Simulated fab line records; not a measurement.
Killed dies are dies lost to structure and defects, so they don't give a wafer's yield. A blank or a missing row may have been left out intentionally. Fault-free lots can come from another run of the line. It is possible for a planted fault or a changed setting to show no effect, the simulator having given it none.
Split-lot experiment -- flow n5Finfet -- 21 wafers read from 7 lots, route of 1938 steps

## ABOUT THE SPLIT
At N5_BEOL_M15_TRENCH_ETCH_34 (etches SiO2 in C4F8/O2/Ar, target depth 872.93 nm, time 199 s), the setting timeS was moved away from the recipe's 199 s on 5 of the 21 wafers read, by -19.1% to +22.1%. This setting was run at the recipe's value on the other wafers.

## FROM THE SPLIT TO THE READING: what the file shows between them, 7 steps
- N5_BEOL_M15_STRIP_36: strips in O2
- N5_BEOL_M15_ECD_47: material Cu, target thk 1860 nm
- N5_BEOL_M15_ANNEAL_48: time 90 s
- N5_BEOL_M15_CMP_49: polishes, stops on SiO2, t overpolish 4.9 s, target thk 850 nm
- N5_BEOL_M15_THK_MEAS_50: measures by xrf
- N5_BEOL_M15_PRE_CLEAN_52: time 15 s
- N5_BEOL_M15_DEP_53: deposits SiCN from 3MS/NH3, target thk 50 nm, time 17.8 s

## THE READING
At N5_BEOL_M15_RS_MEAS_54, a four-point-probe measurement gives M15_RS in ohm/sq. Typical for fault-free wafers on this fab line: 0.0214 ohm/sq, with standard deviation 0.00038 ohm/sq.

wafer,"tool, chamber at the split","timeS as run, s",against the recipe,"M15_RS, ohm/sq",against lot-mates on the recipe
L075.1,"rieDiel-03, 0",199,recipe,0.0215,-
L075.3,"rieDiel-03, 3",199,recipe,0.0219,-
L075.6,"rieDiel-03, 3",223.7,+12.4%,0.0194,-0.0023
L076.4,"rieDiel-02, 1",199,recipe,0.0217,-
L076.5,"rieDiel-02, 0",199,recipe,0.0214,-
L076.6,"rieDiel-02, 3",199,recipe,0.0207,-
L084.1,"rieDiel-02, 0",160.9,-19.1%,0.0269,+0.0052
L084.2,"rieDiel-02, 1",199,recipe,0.0223,-
L084.3,"rieDiel-02, 3",199,recipe,0.0212,-
L087.1,"rieDiel-02, 3",211.1,+6.1%,0.0201,-0.0012
L087.2,"rieDiel-02, 0",211.1,+6.1%,0.0204,-0.0009
L087.6,"rieDiel-02, 3",199,recipe,0.0213,-
L090.1,"rieDiel-02, 1",199,recipe,0.0220,-
L090.3,"rieDiel-02, 2",242.9,+22.1%,0.0167,-0.0049
L090.6,"rieDiel-02, 3",199,recipe,0.0213,-
L092.2,"rieDiel-01, 1",199,recipe,0.0213,-
L092.3,"rieDiel-01, 3",199,recipe,0.0214,-
L092.6,"rieDiel-01, 1",199,recipe,0.0213,-
L097.1,"rieDiel-03, 2",199,recipe,0.0215,-
L097.5,"rieDiel-03, 0",199,recipe,0.0216,-
L097.6,"rieDiel-03, 3",199,recipe,0.0211,-

THE FIT
A straight line over all 21 wafers: M15_RS changes by -0.000234 ohm/sq for each +1% of timeS; r = -0.97; the points scatter about the line by 0.00044 ohm/sq.
The same after taking each lot's own level away (the mean of its wafers on the recipe; 21 wafers): -0.000233 ohm/sq for each +1%; r = -0.98; scatter 0.00037 ohm/sq.
On that fit, the largest move of timeS shifts the reading by 0.0051 ohm/sq.
Measured against the standard deviation above, the lots' own levels, which go from 0.02127 to 0.02175 ohm/sq, span 1.3 times it.
Hence the lot-to-lot level has little effect on the slope; both slopes agree.
Check: for one of the wafers moved furthest among these (+22.1%), held out of the fit, the line's prediction against its lot-mates is -0.00511 ohm/sq. Against them it came out at -0.00495 ohm/sq.

## OTHER SPLITS APPLIED TO THESE WAFERS
Before the reading, these wafers also passed through other splits. Each is held against what the fit with the lots' levels taken away leaves over:
other split on the same wafers,wafers away from the commonest value,r with M15_RS (lot level and that fit taken away)
N5_BEOL_M11_EXPOSE_25 doseMj,4,+0.06
N5_BEOL_M13_COAT_58 spinRpm,8,+0.14
N5_BEOL_M14_TRENCH_ETCH_34 biasW,8,-0.02

## THE WHOLE CHAIN: every reading that the file lists as answering this split, in the file's order
step,what it does,reading,change (the file's fit),r (the file's)
N5_BEOL_M15_TRENCH_ETCH_34,"etches SiO2 in C4F8/O2/Ar, target depth 872.93 nm, time 199 s","etch.depthNm (the simulator's own value, which no gauge read)",+9.54 nm for each +1% of the setting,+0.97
N5_BEOL_M15_TRENCH_ETCH_34,"etches SiO2 in C4F8/O2/Ar, target depth 872.93 nm, time 199 s","coat_of_BEOL_M15_COAT_22.thkNm (the simulator's own value, which no gauge read)",-1.92 nm for each +1% of the setting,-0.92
N5_BEOL_M15_CMP_49,"polishes, stops on SiO2, t overpolish 4.9 s, target thk 850 nm","Cu_of_BEOL_M15_ECD_47.thkNm (the simulator's own value, which no gauge read)",+9.56 nm for each +1% of the setting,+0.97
N5_BEOL_M15_THK_MEAS_50,measures by xrf,M15_THK,+9.46 for each +1% of the setting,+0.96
N5_BEOL_M15_RS_MEAS_54,measures by four-point-probe,M15_RS,-0.000232 for each +1% of the setting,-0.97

## THE FILE'S OWN FIT
M15_RS changes by -0.000232 ohm/sq for each +1% of timeS, r = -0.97.
